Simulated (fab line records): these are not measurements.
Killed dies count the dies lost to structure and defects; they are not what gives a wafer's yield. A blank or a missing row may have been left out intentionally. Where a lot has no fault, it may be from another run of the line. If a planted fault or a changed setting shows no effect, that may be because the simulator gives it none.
The same fault as seen by 2 desks | flow n5 finfet | only its own numbers are on each desk; what lay behind them is given at the end

FOR THE TOOL OWNER'S DESK: euv scanner-01
The tool's own readings at N5_BEOL_M2_EXPOSE_08 (exposes mask M2): means of the sampled wafers that have a number, for each lot that ran on this tool. Marked OUT: a lot whose mean sits more than 4 standard deviations from the usual mean, which makes it out of limits; the brackets give that distance.
Columns: A = exposure dose mJ cm2 at N5_BEOL_M2_EXPOSE_08, usual 41.22
lot  | first seen here | A
L996 | day 7 00:17     | 41.24
L998 | day 7 07:35     | 41.23
L105 | day 9 00:55     | 43.02 (+42) OUT
L106 | day 10 00:53    | 42.60 (+32) OUT
This desk finds L105, L106 out of limits, L105 being first, at day 9 00:55 (exposure dose mJ cm2 at N5_BEOL_M2_EXPOSE_08). L996, L998: within limits.

THE METROLOGY DESK
What the gauges read, lot by lot, whatever tool the lot ran on: means of the sampled wafers that have a number. Marked OUT: a lot whose mean sits more than 4 standard deviations from the usual mean, which makes it out of limits; the brackets give that distance. It has 13 readings, of which 7 appear: the earliest out of limits, and the ones furthest out on some lot.
Columns: A = cd nm at N5_BEOL_M2_CD_MEAS_11, usual 16.82 nm; B = M2_OVL at N5_BEOL_M2_OVL_MEAS_12, usual 0.1 nm; C = cd nm at N5_BEOL_M2_CD_MEAS_18, usual 18.1 nm; D = DIBL_N at N5_BEOL_M4_RC_MEAS_101, usual 35.8 mV/V; E = IOFF_P at N5_BEOL_M4_RC_MEAS_101, usual 0.204 nA/um; F = ION_P at N5_BEOL_M4_RC_MEAS_101, usual 461 uA/um; G = SS_N at N5_BEOL_M4_RC_MEAS_101, usual 71.5 mV/dec
lot  | first seen here | A                | B    | C    | D    | E     | F   | G
L996 | day 7 00:24     | 16.67            | -0.6 | 18.1 | 35.9 | 0.196 | 462 | 72.5
L997 | day 7 05:08     | 16.95            | 0.5  | 18.3 | 35.2 | 0.204 | 462 | 71.5
L998 | day 7 07:43     | 16.59            | -0.1 | 17.8 | 36.2 | 0.202 | 462 | 71.3
L105 | day 9 01:01     | 17.77 (+4.3) OUT | -0.7 | 19.3 | 34.9 | 0.198 | 458 | 71.5
L106 | day 10 01:00    | 17.44            | 1.2  | 18.4 | 34.9 | 0.183 | 459 | 71.8
L110 | day 10 11:44    | 16.98            | -0.1 | 18.5 | 38.6 | 0.210 | 459 | 72.1
L114 | day 11 15:38    | 16.83            | 0.0  | 18.0 | 36.3 | 0.197 | 462 | 71.5
L116 | day 11 23:42    | 16.70            | 0.3  | 18.2 | 37.2 | 0.250 | 472 | 71.2
L118 | day 12 01:46    | 16.71            | -0.1 | 18.0 | 35.7 | 0.206 | 458 | 71.7
This desk finds L105 out of limits, L105 being first, at day 9 01:01 (cd nm at N5_BEOL_M2_CD_MEAS_11). L996, L997, L998, L106, L110, L114, L116, L118: within limits.

PUT TOGETHER
The tool owner's desk could have raised an alarm at day 9 00:55, on L105, L106.
Metrology desk: alarm possible at day 9 01:01 on L105.
The metrology desk holds a record of L106, inside its limits.
N5_BEOL_M2_EXPOSE_08 was run on euv scanner-01 by each of the lots named.

WHAT WAS PUT IN BY THE SIMULATOR
Process parameters drifting: euv scanner-01 at N5_BEOL_M2_EXPOSE_08, beginning at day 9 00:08. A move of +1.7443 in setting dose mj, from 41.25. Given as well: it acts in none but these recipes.
Struck lots among those shown: L105, L106.
Counting hours from when the fault started, the first reading out of limits came at 1 for the tool owner's desk and at 1 for the metrology desk.
